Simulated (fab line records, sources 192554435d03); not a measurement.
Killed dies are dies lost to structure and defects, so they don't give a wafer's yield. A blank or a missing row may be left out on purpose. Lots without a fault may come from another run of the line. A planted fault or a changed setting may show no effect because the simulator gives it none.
Chamber matching | flow n5_finfet | N5_DUMMY_GATE_STRIP_40 on rie_diel-01: 4 sister chambers
The step strips in CF4. 18 wafers are shown with their chamber, then 9 later ones without.

WAFERS WITH THEIR CHAMBER
wafer  | chamber | throttle_valve_pct (%) | oes_product_au (a.u.) | rf_vpp_V (V)
L075.1 | 1       | 13.91                  | 0.69                  | 272.7
L075.3 | 0       | 13.79                  | 0.67                  | 268.9
L075.6 | 3       | 13.29                  | 0.81                  | 269.6
L077.1 | 1       | 13.91                  | 0.70                  | 273.2
L077.3 | 3       | 13.31                  | 0.81                  | 268.5
L077.6 | 2       | 13.91                  | 0.70                  | 271.2
L078.1 | 0       | 13.78                  | 0.66                  | 267.7
L078.4 | 3       | 13.31                  | 0.80                  | 268.7
L078.5 | 3       | 13.31                  | 0.81                  | 270.4
L082.1 | 1       | 13.92                  | 0.69                  | 273.9
L082.5 | 2       | 13.90                  | 0.69                  | 270.4
L082.6 | 1       | 13.92                  | 0.69                  | 270.9
L083.4 | 2       | 13.91                  | 0.69                  | 270.5
L083.5 | 1       | 13.92                  | 0.68                  | 272.8
L083.6 | 3       | 13.35                  | 0.80                  | 268.7
L084.2 | 1       | 13.94                  | 0.68                  | 270.4
L084.4 | 1       | 13.95                  | 0.69                  | 273.6
L084.5 | 3       | 13.32                  | 0.79                  | 268.8

SIGNATURES (means of the wafers above)
reading            | chamber 0 | chamber 1 | chamber 2 | chamber 3 | scatter within a chamber
throttle_valve_pct | 13.7850   | 13.9243   | 13.9067   | 13.3150   | 0.0157
oes_product_au     | 0.6650    | 0.6886    | 0.6933    | 0.8033    | 0.00725
rf_vpp_V           | 268.300   | 272.500   | 270.700   | 269.117   | 1.02
Rule: a wafer's distance from a chamber is the root of the sum, over the readings, of the square of ((its reading less the chamber's mean) divided by the reading's scatter). The wafer belongs to the nearest chamber; if the next one is less than 2 further off, it can't be placed. The scatter: the root of (the sum of the squares of (reading less its chamber's mean) over the shown wafers, divided by (wafers less chambers)).

WAFERS WITHOUT THEIR CHAMBER
wafer  | throttle_valve_pct (%) | oes_product_au (a.u.) | rf_vpp_V (V)
L086.1 | 13.91                  | 0.68                  | 269.1
L086.2 | 13.93                  | 0.69                  | 271.0
L086.3 | 13.22                  | 0.99                  | 273.6
L094.1 | 13.37                  | 0.78                  | 270.8
L094.3 | 13.40                  | 0.97                  | 270.4
L094.4 | 13.27                  | 0.92                  | 274.7
L096.3 | 13.41                  | 0.94                  | 272.2
L096.4 | 13.95                  | 0.67                  | 271.3
L096.5 | 13.98                  | 0.67                  | 270.9

WHICH CHAMBER EACH WENT THROUGH
wafer  | from the rows above     | in truth
L086.1 | can't be placed: 2 or 1 | 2
L086.2 | can't be placed: 1 or 2 | 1
L086.3 | 3                       | 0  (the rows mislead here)
L094.1 | 3                       | 3
L094.3 | 3                       | 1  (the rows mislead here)
L094.4 | 3                       | 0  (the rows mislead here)
L096.3 | 3                       | 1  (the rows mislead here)
L096.4 | can't be placed: 1 or 2 | 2
L096.5 | can't be placed: 1 or 2 | 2
Placed correctly: 1 of 9. Can't be placed from these rows: 4 (the true chamber is among the candidates in 4). Placed wrongly: 4.
